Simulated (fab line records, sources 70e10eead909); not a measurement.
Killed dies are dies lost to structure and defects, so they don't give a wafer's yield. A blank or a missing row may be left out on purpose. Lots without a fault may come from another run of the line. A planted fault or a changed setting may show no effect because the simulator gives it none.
fab line records | flow nand_harc
record lots=6 wafers=18 last_day=33
route steps=1302 shown A_SOURCE_PLATE@414 A_ONON_D1@424
lots that met no fault: from a run of the same line without faults
start_h: hours from the record's first day to the start of the lot's first wafer shown | wait_h: hours since the lot's step before | " the same as in the row above | L1.1+2: a row that stands for several wafers | - no value, or no start given | * or withheld: withheld | < > ~ a bound
route shown NAME@n: a module of which the file shows steps, and the number in the route of the first | usual: mean/standard deviation of fault-free wafers | same: alike in all rows | chamber/n: place in a boat | sites: the reading at each site | _std_site: their standard deviation | _edge_site: outer sites' mean less inner sites' | radius_mm: how far each site lies from the wafer's centre | mask NAME#n: copy n | behind: the tool/chamber that last shaped the wafer | hold: why the lot was held/for how many hours/how that ended | device: the transistor (n, p or np) that didn't switch | end of line: the same wafers' tests at the end of the route | a step without rows: its recipe alone | killed: dies lost to structure and defects at the first sort, not the wafer's yield | map: a wafer's dies, x killed, . not, _ none there
set.NAME: the setting as run; set.NAME@STEP: as run at that earlier step | model.NAME: the simulator's own value behind a step, which no gauge read
lots at some steps of the route; a table a step, a row a wafer
services: from which hour (start_h, from the record's first day; less than 0 if before it) a tool's chamber was out of use, for how many hours, and why
## steps
# step NHARC_A_SOURCE_PLATE_SRD_01
# step NHARC_A_SOURCE_PLATE_OXIDE_02
# recipe target_thk_a=100 temp_c=900 ox_time_s=1362 material=SiO2
# step NHARC_A_SOURCE_PLATE_THK_MEAS_09
# recipe thk_meas_gauge=ellipsometry
# usual thk_nm=9.8/1.2
# columns lot.wafer tool chamber start_h wait_h thk_nm
L377.1 film_metro-02 - 203.91 0.4 8.7
L377.3 " - " " 12.6
L377.5 " - " " 9.6
L381.4 film_metro-02 - 231.63 0.4 11.3
L381.5 " - " " 8.9
L381.6 " - " " 9.1
L390.1 film_metro-01 - 332.01 0.4 10.5
L390.3 " - " " 9.3
L390.4 " - " " 11.7
L391.3 film_metro-01 - 336.58 0.4 11.4
L391.5 " - " " 8.9
L391.6 " - " " 8.8
L392.1 film_metro-02 - 346.69 0.4 11.7
L392.3 " - " " 9.0
L392.6 " - " " 9.8
L395.1 film_metro-01 - 377.69 0.4 10.2
L395.2 " - " " 9.2
L395.4 " - " " 9.6
# step NHARC_A_SOURCE_PLATE_PVD_04
# recipe target_thk_a=500 material=WSi2
# step NHARC_A_SOURCE_PLATE_CVD_03
# recipe target_thk_a=2000 temp_c=620 pressure_mtorr=200 time_s=4000 material=poly-Si
# step NHARC_A_SOURCE_PLATE_ANNEAL_05
# recipe temp_c=850 time_s=1800
# step NHARC_A_SOURCE_PLATE_THK_MEAS_06
# recipe thk_meas_gauge=ellipsometry
# usual thk_nm=199.7/1.7
# columns lot.wafer tool chamber start_h wait_h thk_nm
L377.1 film_metro-01 - 216.50 0.4 197.8
L377.3 " - " " 199.7
L377.5 " - " " 199.1
L381.4 film_metro-01 - 244.71 0.4 201.8
L381.5 " - " " 202.8
L381.6 " - " " 202.2
L390.1 film_metro-02 - 344.59 0.4 202.7
L390.3 " - " " 200.7
L390.4 " - " " 200.6
L391.3 film_metro-01 - 349.62 0.4 201.5
L391.5 " - " " 199.9
L391.6 " - " " 201.4
L392.1 film_metro-02 - 360.61 0.4 200.4
L392.3 " - " " 199.1
L392.6 " - " " 198.8
L395.1 film_metro-02 - 393.47 0.4 198.1
L395.2 " - " " 199.2
L395.4 " - " " 200.2
# step NHARC_A_SOURCE_PLATE_INSPECT_08
# usual raw_defect_count=55/21
# columns lot.wafer tool chamber start_h wait_h raw_defect_count
L377.1 defect_inspect-01 - 216.61 0.0 47
L377.3 " - " " 39
L377.5 " - " " 31
L381.4 defect_inspect-02 - 244.77 0.0 38
L381.5 " - " " 26
L381.6 " - " " 51
L390.1 defect_inspect-01 - 344.70 0.0 54
L390.3 " - " " 153
L390.4 " - " " 75
L391.3 defect_inspect-01 - 349.73 0.0 64
L391.5 " - " " 98
L391.6 " - " " 59
L392.1 defect_inspect-01 - 360.69 0.0 49
L392.3 " - " " 78
L392.6 " - " " 88
L395.1 defect_inspect-02 - 393.55 0.0 47
L395.2 " - " " 57
L395.4 " - " " 34
# step NHARC_A_ONON_D1_DEP_00
# recipe target_thk_a=10000 n2_flow_sccm=2750 n2o_flow_sccm=2000 nh3_flow_sccm=500 sih4_flow_sccm=210 temp_c=400
# step NHARC_A_ONON_D1_THK_MEAS_02
# recipe thk_meas_gauge=ellipsometry
# usual thk_nm=999/10
# columns lot.wafer tool chamber start_h wait_h thk_nm
L377.1 film_metro-02 - 217.19 - 1018
L377.3 " - " " 1019
L377.5 " - " " 1019
L381.4 film_metro-02 - 245.35 - 993
L381.5 " - " " 994
L381.6 " - " " 991
L390.1 film_metro-01 - 345.27 - 996
L390.3 " - " " 997
L390.4 " - " " 995
L391.3 film_metro-01 - 350.30 - 997
L391.5 " - " " 996
L391.6 " - " " 997
L392.1 film_metro-02 - 361.27 - 1003
L392.3 " - " " 1003
L392.6 " - " " 1003
L395.1 film_metro-01 - 394.13 - 1005
L395.2 " - " " 1002
L395.4 " - " " 1000
# step NHARC_A_ONON_D1_DEP_03
# recipe target_thk_a=10000 n2_flow_sccm=2750 n2o_flow_sccm=2000 nh3_flow_sccm=500 sih4_flow_sccm=210 temp_c=400
# usual susceptor_temp_C=399.98/0.19
# columns lot.wafer tool chamber start_h wait_h susceptor_temp_C
L377.1 pecvd_onon-01 0 217.24 0.1 399.49
L377.3 " 0 " " 399.96
L377.5 " 0 " " 399.92
L381.4 pecvd_onon-02 0 245.58 0.2 399.49
L381.5 " 0 " " 399.70
L381.6 " 0 " " 399.92
L390.1 pecvd_onon-02 0 345.33 0.1 400.25
L390.3 " 0 " " 399.92
L390.4 " 0 " " 400.05
L391.3 pecvd_onon-02 0 350.48 0.2 400.10
L391.5 " 0 " " 400.00
L391.6 " 0 " " 399.94
L392.1 pecvd_onon-04 0 361.32 0.1 400.08
L392.3 " 0 " " 400.40
L392.6 " 0 " " 399.90
L395.1 pecvd_onon-04 0 394.18 0.1 399.90
L395.2 " 0 " " 399.75
L395.4 " 0 " " 400.19
# step NHARC_A_ONON_D1_THK_MEAS_05
# recipe thk_meas_gauge=ellipsometry
# usual thk_nm=1000/9.1
# columns lot.wafer tool chamber start_h wait_h thk_nm
L377.1 film_metro-02 - 217.76 - 991
L377.3 " - " " 989
L377.5 " - " " 988
L381.4 film_metro-02 - 245.91 - 1006
L381.5 " - " " 1008
L381.6 " - " " 1007
L390.1 film_metro-01 - 345.84 - 894
L390.3 " - " " 896
L390.4 " - " " 1001
L391.3 film_metro-01 - 350.88 - 874
L391.5 " - " " 981
L391.6 " - " " 876
L392.1 film_metro-02 - 361.83 - 1009
L392.3 " - " " 1008
L392.6 " - " " 1008
L395.1 film_metro-01 - 394.70 - 992
L395.2 " - " " 992
L395.4 " - " " 993
# step NHARC_A_ONON_D1_DEP_06
# recipe target_thk_a=10000 n2_flow_sccm=2750 n2o_flow_sccm=2000 nh3_flow_sccm=500 sih4_flow_sccm=210 temp_c=400
## services
# columns tool chamber start_h hours kind
pecvd_onon-01 - 269.13 13.0 pm
pecvd_onon-04 - 311.00 13.0 pm
pecvd_onon-02 - 366.00 13.0 pm
## key
first_sign step=NHARC_A_ONON_D1_THK_MEAS_05 reading=thk_nm direction=down sigmas=13 usual=1000 struck=885
effect none on later readings
met_at NHARC_A_ONON_D1_DEP_03
struck_wafers L390.1,L390.3,L391.3,L391.6
later_rows_left_out L390.1,L390.3,L391.3,L391.6
sort_left_out L390.1,L390.3,L391.3,L391.6
tester_left_out L390,L391
onset_between 245.58 345.33
fault kind=process_parameter_drift tool=pecvd_onon-02 chamber=- onset_h=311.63 steps=NHARC_A_ONON_D1_DEP_03 channel=target_thk_a offset=* shape=step end_h=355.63 scope=struck_wafers_only acts_in=* stated=*
# tester_left_out: of these lots the tester's yield and bins aren't shown, on N5 and GAA mostly nor the transistor test; their killed dies are dies lost to structure and defects alone, not to doping, threshold or leakage, so they don't give the yield
# sort_left_out: the simulated sort isn't trusted on such a fault, so these wafers' sort isn't shown, and their yield isn't known
# later_rows_left_out: the simulator's readings of these wafers behind a module that went badly wrong aren't trusted and aren't shown, but for the sort
